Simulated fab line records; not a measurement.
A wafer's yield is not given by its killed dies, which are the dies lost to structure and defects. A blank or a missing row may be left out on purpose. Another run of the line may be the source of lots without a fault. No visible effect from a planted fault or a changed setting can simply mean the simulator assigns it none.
A struck lot beside a sound one + flow n5-finfet + 16 out of 1938 route steps
Sound: wafers L718.3, L718.4, L718.6. Struck: wafers L724.2, L724.4 (left out: L724.6, a lot-mate that was not struck); the cause follows at the end.
Per side, at each step with rows, come the tool, then ch with its chambers, and then its first start. Under that, the readings that differ: sound wafers + struck wafers + difference of the means + sigmas: that difference in standard deviations of wafers without a fault.
alike: words and numbers the same on both sides, and readings whose means are apart by under 2 such deviations; not compared: readings that were withheld, readings missing a value for some wafer, numbers with overlapping values and no deviation given by the record, and bounds like >300 which may hide the same value.
The two part at a step that has a row with sigmas, a row that says differs or no value, or rows on one side only. When numbers do not overlap yet have no deviation, they are printed without sigmas and do not part them. A reading missing from all wafers of one side parts the sides only when that side holds two or more wafers.

first, 1 step without rows for these wafers: N5_BEOL_M2_CMP_52 (polishes, stops on SiOC, t overpolish 6.8 s, target thk 40 nm).
N5_BEOL_M2_THK_MEAS_53: measures by xrf.
  struck on film-metro-02, day 10 21:35; sound on film-metro-01, day 9 02:11
  alike: M2_THK
N5_BEOL_M2_PRE_CLEAN_60: time 15 s.
  sound on cvd-co-01 ch 0,1, day 9 02:13; struck on cvd-co-02 ch 1, day 10 21:38
  alike: heater-power-w
N5_BEOL_M2_CO_CAP_55: material Co, precursor CCTBA/H2, target thk 2 nm, time 102.1 s.
  sound on cvd-co-01 ch 0,1, day 9 02:16; struck on cvd-co-02 ch 1, day 10 21:41
  alike: heater-power-w
then, 1 step without rows for these wafers: N5_BEOL_M2_PRE_CLEAN_56 (time 15 s).
N5_BEOL_M2_DEP_57: deposits SiCN from 3MS/NH3, target thk 8 nm, time 14 s.
  sound on pecvd-01 ch 0,1, day 9 02:23; struck on pecvd-03 ch 1,2, day 10 21:47
  alike: showerhead-plenum-p-Torr, showerhead-vpp-V, throttle-valve-pct
N5_BEOL_M2_RS_MEAS_58: the measuring method here is four-point-probe.
  struck on film-metro-01, day 10 21:52; sound on film-metro-01, day 9 02:26
  alike: M2_RS
N5_BEOL_M2_INSPECT_59: inspects for defects (darkfield).
  struck on defect-inspect-01, day 10 21:53; sound on defect-inspect-01, day 9 02:28
  alike: raw-defect-count
then, 1 step without rows for these wafers: N5_BEOL_M3_ILD_DEP_00 (deposits SiOC from DEMS/O2, target thk 79 nm, time 15.3 s).
N5_BEOL_M3_THK_MEAS_01:
  struck on film-metro-02, day 10 21:59; sound on film-metro-02, day 9 02:34
  alike: M3_ILD_THK
N5_BEOL_M3_PECVD_72: deposits SiO2 from TEOS/O2, target thk 16 nm, time 18 s.
  sound on pecvd-03 ch 0,2, day 9 02:37; struck on pecvd-02 ch 1,2, day 10 22:02
  alike: heater-power-w, showerhead-plenum-p-Torr, showerhead-vpp-V, throttle-valve-pct
N5_BEOL_M3_HM_DEP_02: deposits TiN, target thk 20 nm.
  struck on pvd-sputter-03, day 10 23:26; sound on pvd-sputter-03, day 9 03:15
  alike: throttle-valve-pct
N5_BEOL_M3_COAT_61: time 60 s, resist thk 60 nm.
  sound on litho-track-02 ch 0, day 9 03:23; struck on litho-track-02 ch 0, day 10 23:34
| reading          | sound             | struck      | difference | sigmas      |
|------------------|-------------------|-------------|------------|-------------|
| run-length-s (s) | 66.31 66.19 66.43 | 88.62 88.29 | +22.15     | +99 or more |
then, 1 step without rows for these wafers: N5_BEOL_M3_COAT_62 (time 60 s, resist thk 12 nm).
N5_BEOL_M4_RC_MEAS_101:
  sound on prober-01 ch 0, day 9 18:37; struck on prober-02 ch 0, day 12 02:04
| reading       | sound          | struck    | difference | sigmas |
|---------------|----------------|-----------|------------|--------|
| DIBL_N (mV/V) | 41.9 38.6 36.6 | 33.7 32.2 | -6.1       | -3     |
| VT_N (mV)     | 241 248 251    | 253 255   | +7         | +2     |
  alike: DIBL_P, IOFF_N, IOFF_P, ION_N, ION_P, SS_N, SS_P, VT_P
-- the record jumps here: 4 days lie between the struck wafers' starts before and after (it left off in module BEOL_M4 and takes up again in module PASSIVATION, whose first step shown is number 1936 of the route) --
N5_PASSIVATION_PROBE_49:
  rows exist in the record for the struck wafers here (prober-01, day 16 02:56), but not for the sound ones

WHERE THEY PART
First at N5_BEOL_M3_COAT_61; last, within this record, at N5_PASSIVATION_PROBE_49.

WHY: what had been put in by the simulator
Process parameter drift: litho-track-02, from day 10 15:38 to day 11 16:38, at N5_BEOL_M3_COAT_61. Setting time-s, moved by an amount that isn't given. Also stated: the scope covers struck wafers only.
